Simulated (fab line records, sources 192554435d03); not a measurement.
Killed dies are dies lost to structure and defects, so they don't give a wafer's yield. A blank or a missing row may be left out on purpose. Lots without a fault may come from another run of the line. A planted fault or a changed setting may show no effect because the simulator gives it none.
Split-lot experiment | flow n5_finfet | 7 lots, 21 wafers read, on a route of 1938 steps

THE SPLIT
At N5_BEOL_M14_SPUTTER_43 (material TaN, target thk 15 nm, time 24.19 s), the setting time_s was moved away from the recipe's 24.19 s on 4 of the 21 wafers read, by +9.0% to +11.1%. The other wafers ran this setting at the recipe's value.

The reading is taken at the split's own step.

THE READING
TaN_of_BEOL_M14_SPUTTER_43.thk_nm (the simulator's own value, which no gauge read), in nm, at N5_BEOL_M14_SPUTTER_43 (material TaN, target thk 15 nm, time 24.19 s). The file gives no usual value for it. The 17 wafers here that ran the recipe average 15.1 nm, standard deviation 0.18 nm.

wafer  | tool, chamber at the split | time_s as run, s | against the recipe | TaN_of_BEOL_M14_SPUTTER_43.thk_nm, nm | against lot-mates on the recipe
L075.2 | pvd_sputter-03, -          | 26.37            | +9.0%              | 16.4                                  | +1.2
L075.3 | pvd_sputter-03, -          | 26.37            | +9.0%              | 16.6                                  | +1.4
L075.6 | pvd_sputter-03, -          | 24.19            | recipe             | 15.2                                  | -
L077.1 | pvd_sputter-01, -          | 24.19            | recipe             | 15.2                                  | -
L077.2 | pvd_sputter-01, -          | 24.19            | recipe             | 15.2                                  | -
L077.5 | pvd_sputter-01, -          | 24.19            | recipe             | 15.2                                  | -
L078.4 | pvd_sputter-03, -          | 24.19            | recipe             | 15                                    | -
L078.5 | pvd_sputter-03, -          | 24.19            | recipe             | 15                                    | -
L078.6 | pvd_sputter-03, -          | 24.19            | recipe             | 15                                    | -
L081.1 | pvd_sputter-01, -          | 24.19            | recipe             | 15                                    | -
L081.5 | pvd_sputter-01, -          | 24.19            | recipe             | 15                                    | -
L081.3 | pvd_sputter-01, -          | 24.19            | recipe             | 14.8                                  | -
L082.1 | pvd_sputter-01, -          | 24.19            | recipe             | 14.8                                  | -
L082.2 | pvd_sputter-01, -          | 24.19            | recipe             | 14.8                                  | -
L082.5 | pvd_sputter-01, -          | 24.19            | recipe             | 14.8                                  | -
L090.2 | pvd_sputter-02, -          | 24.19            | recipe             | 15.2                                  | -
L090.6 | pvd_sputter-02, -          | 24.19            | recipe             | 15.2                                  | -
L090.4 | pvd_sputter-02, -          | 24.19            | recipe             | 15.4                                  | -
L093.4 | pvd_sputter-03, -          | 26.88            | +11.1%             | 16.8                                  | +1.6
L093.5 | pvd_sputter-03, -          | 26.88            | +11.1%             | 16.6                                  | +1.4
L093.6 | pvd_sputter-03, -          | 24.19            | recipe             | 15.2                                  | -

THE FIT
A straight line over all 21 wafers: TaN_of_BEOL_M14_SPUTTER_43.thk_nm changes by +0.152 nm for each +1% of time_s; r = +0.96; the points scatter about the line by 0.18 nm.
The same after taking each lot's own level away (the mean of its wafers on the recipe; 21 wafers): +0.138 nm for each +1%; r = +0.99; scatter 0.073 nm.
On that fit, the largest move of time_s shifts the reading by 1.5 nm.
The lots' own levels span 14.80 to 15.27 nm, that is 2.6 times the standard deviation above.
So the lot-to-lot level changes the slope little: the two slopes agree.
Check: with one of the wafers moved furthest among these (+11.1%) left out of the fit, the line predicts +1.52 nm for it against its lot-mates. It came out at +1.6 nm against them.

OTHER SPLITS ON THESE WAFERS
These wafers also went through other splits before the reading. Each is held against what the fit with the lots' levels taken away leaves over:
other split on the same wafers | wafers away from the commonest value | r with TaN_of_BEOL_M14_SPUTTER_43.thk_nm (lot level and that fit taken away)
N5_BEOL_M13_SPUTTER_43 time_s  | 7                                    | -0.22

THE FILE'S OWN FIT
TaN_of_BEOL_M14_SPUTTER_43.thk_nm changes by +0.139 nm for each +1% of time_s, r = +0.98.
